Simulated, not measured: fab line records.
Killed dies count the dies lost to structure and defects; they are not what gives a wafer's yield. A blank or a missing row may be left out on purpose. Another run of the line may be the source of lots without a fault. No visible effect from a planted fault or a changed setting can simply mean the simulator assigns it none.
2 desks looking at one fault :: flow nand-harc :: each desk has only its own numbers; what lay behind them comes last

## FROM THE METROLOGY DESK
What the gauges read, lot by lot, whatever tool the lot ran on: means of the sampled wafers that have a number. Marked OUT: a lot whose mean sits more than 4 standard deviations from the usual mean, which makes it out of limits; the brackets give that distance.
Columns: A = thk-nm at NHARC_A_BONDPAD_THK_MEAS_20, usual 169.7 nm
lot: L411
first seen here: day 18 04:19
A: 169.9

lot: L415
first seen here: day 18 09:54
A: 169.6

lot: L412
first seen here: day 18 14:31
A: 168.9

lot: L413
first seen here: day 18 15:02
A: 170.6

lot: L417
first seen here: day 18 15:49
A: 170.3

lot: L416
first seen here: day 18 18:35
A: 170.1

lot: L414
first seen here: day 18 19:59
A: 170.2

lot: L429
first seen here: day 22 19:13
A: 170.2

lot: L431
first seen here: day 22 22:43
A: 172.2

lot: L430
first seen here: day 23 02:41
A: 170.8
Finding of this desk: none of the 10 lots has anything out of limits.

## FOR THE TOOL OWNER'S DESK: pvd-sputter-02
At NHARC_P_CONTACT_PRE_CLEAN_39 (time 19.5 s), the tool's own readings, given per lot that ran on this tool as the mean of the sampled wafers with a number. Marked OUT: a lot whose mean sits more than 4 standard deviations from the usual mean, which makes it out of limits; the brackets give that distance.
Columns: A = bias-v at NHARC_P_CONTACT_PRE_CLEAN_39, usual 250.0 V
lot: L412
first seen here: day 6 02:13
A: 248.0

lot: L429
first seen here: day 9 17:46
A: 249.1
Finding of this desk: none of the 2 lots has anything out of limits.

## ALL TOGETHER
The metrology desk saw nothing out of limits.
The desk of the tool owner found nothing out of limits.

## WHAT HAD BEEN PUT IN BY THE SIMULATOR
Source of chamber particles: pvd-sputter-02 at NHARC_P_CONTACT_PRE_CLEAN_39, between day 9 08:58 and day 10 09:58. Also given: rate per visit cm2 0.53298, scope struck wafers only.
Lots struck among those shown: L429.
